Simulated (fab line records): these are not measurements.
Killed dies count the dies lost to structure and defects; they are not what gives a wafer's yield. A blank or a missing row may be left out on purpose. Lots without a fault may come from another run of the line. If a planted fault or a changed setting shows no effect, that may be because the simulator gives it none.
Chamber matching || flow n5_finfet || rie_diel-01 running N5_GATE_CUT_DESCUM_18: 4 sister chambers
The step chemistry O2, time 7 s. 4 wafers are shown with their chamber, then 11 later ones without.

== WAFERS WITH THEIR CHAMBER ==
{"wafer": "L080.3", "chamber": 0, "showerhead_plenum_p_Torr (Torr)": 2.11}
{"wafer": "L085.1", "chamber": 1, "showerhead_plenum_p_Torr (Torr)": 2.06}
{"wafer": "L085.6", "chamber": 2, "showerhead_plenum_p_Torr (Torr)": 2.17}
{"wafer": "L087.2", "chamber": 3, "showerhead_plenum_p_Torr (Torr)": 2.06}

== WAFERS WITHOUT THEIR CHAMBER ==
{"wafer": "L087.3", "showerhead_plenum_p_Torr (Torr)": 2.16}
{"wafer": "L087.6", "showerhead_plenum_p_Torr (Torr)": 2.10}
{"wafer": "L089.2", "showerhead_plenum_p_Torr (Torr)": 2.10}
{"wafer": "L089.4", "showerhead_plenum_p_Torr (Torr)": 2.16}
{"wafer": "L089.6", "showerhead_plenum_p_Torr (Torr)": 2.06}
{"wafer": "L093.1", "showerhead_plenum_p_Torr (Torr)": 2.05}
{"wafer": "L093.5", "showerhead_plenum_p_Torr (Torr)": 2.06}
{"wafer": "L093.6", "showerhead_plenum_p_Torr (Torr)": 2.16}
{"wafer": "L096.4", "showerhead_plenum_p_Torr (Torr)": 2.10}
{"wafer": "L096.5", "showerhead_plenum_p_Torr (Torr)": 2.05}
{"wafer": "L096.6", "showerhead_plenum_p_Torr (Torr)": 2.16}

== WHICH CHAMBER EACH WENT THROUGH ==
{"wafer": "L087.3", "from the rows above": 2, "in truth": 2}
{"wafer": "L087.6", "from the rows above": 0, "in truth": 0}
{"wafer": "L089.2", "from the rows above": 0, "in truth": 0}
{"wafer": "L089.4", "from the rows above": 2, "in truth": 2}
{"wafer": "L089.6", "from the rows above": "can't be placed: 1 or 3", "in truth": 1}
{"wafer": "L093.1", "from the rows above": "can't be placed: 1 or 3", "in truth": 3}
{"wafer": "L093.5", "from the rows above": "can't be placed: 1 or 3", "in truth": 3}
{"wafer": "L093.6", "from the rows above": 2, "in truth": 2}
{"wafer": "L096.4", "from the rows above": 0, "in truth": 0}
{"wafer": "L096.5", "from the rows above": "can't be placed: 1 or 3", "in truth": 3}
{"wafer": "L096.6", "from the rows above": 2, "in truth": 2}
Correct placement for 7 of the 11. Not placeable from these rows: 4 (in 4, the candidates include the true chamber). Wrongly placed: 0.
How it was worked out, from the rows above alone: a wafer's distance from a chamber is the root of the sum, over the readings, of the square of ((its reading less the chamber's mean) divided by the reading's scatter). The wafer belongs to the nearest chamber; if the next one is less than 2 further off, it can't be placed. For every chamber, the mean is computed from those of its wafers that are shown. The scatter (one wafer shown for each chamber): square how far every hidden wafer sits from the nearest shown wafer, average those squares and take the square root.
